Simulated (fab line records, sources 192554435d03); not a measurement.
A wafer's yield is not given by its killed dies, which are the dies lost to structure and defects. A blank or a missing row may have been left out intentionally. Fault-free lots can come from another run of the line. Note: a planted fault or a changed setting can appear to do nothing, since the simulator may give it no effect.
Matching of chambers -- flow n5_finfet -- N5_SD_EPI_N_ETCH_35 on rie_diel-04: 4 sister chambers
The step etches SOC in N2/H2, overetch 108 nm, time 486 s. 18 wafers are shown with their chamber, then 9 later ones without.

WAFERS, EACH WITH ITS CHAMBER
wafer,chamber,showerhead_plenum_p_Torr (Torr),drypump_motor_current_A (A),throttle_valve_pct (%)
L076.1,3,2.53,6.0,23.69
L076.5,3,2.53,6.0,23.69
L076.6,2,2.49,6.1,23.95
L082.1,3,2.53,6.0,23.71
L082.2,2,2.49,6.1,23.97
L082.6,2,2.49,6.1,23.99
L084.1,1,2.41,6.1,23.52
L084.2,0,2.70,6.4,23.60
L084.5,3,2.53,6.0,23.71
L086.1,1,2.41,6.1,23.53
L086.4,0,2.70,6.4,23.61
L086.5,1,2.41,6.1,23.54
L090.1,1,2.41,6.1,23.53
L090.4,3,2.52,5.9,23.73
L090.5,1,2.41,6.1,23.56
L091.3,2,2.48,6.1,23.98
L091.4,3,2.52,6.0,23.72
L091.5,3,2.52,6.0,23.73

SIGNATURES (means of the wafers above)
reading,chamber 0,chamber 1,chamber 2,chamber 3,scatter within a chamber
showerhead_plenum_p_Torr,2.7000,2.4100,2.4875,2.5257,0.0042
drypump_motor_current_A,6.400,6.100,6.100,5.986,0.0247
throttle_valve_pct,23.6050,23.5360,23.9725,23.7114,0.0159
Rule: a wafer lies at a distance from a chamber equal to the root of the sum of squares, over the readings, of (its reading less the chamber's mean, divided by the reading's scatter). If the next closest chamber is less than 2 further off than the closest, the wafer can't be placed; otherwise it belongs to the closest. How the scatter is found: for the shown wafers, subtract from each reading the mean of its chamber, square and add these, divide the total by (wafers less chambers), then take the root.

WAFERS WHOSE CHAMBER IS MISSING
wafer,showerhead_plenum_p_Torr (Torr),drypump_motor_current_A (A),throttle_valve_pct (%)
L094.1,2.69,6.4,23.62
L094.2,2.52,6.0,23.75
L094.4,2.41,6.1,23.56
L095.2,2.47,6.1,24.00
L095.5,2.69,6.4,23.62
L095.6,2.52,6.0,23.73
L096.1,2.69,6.4,23.63
L096.2,2.40,6.1,23.56
L096.3,2.52,6.0,23.74

EACH ONE'S CHAMBER
wafer,from the rows above,in truth
L094.1,0,0
L094.2,3,3
L094.4,1,1
L095.2,2,2
L095.5,0,0
L095.6,3,3
L096.1,0,0
L096.2,1,1
L096.3,3,3
9 of 9 placed correctly. Left unplaced by these rows: 0. Wrongly placed: 0.
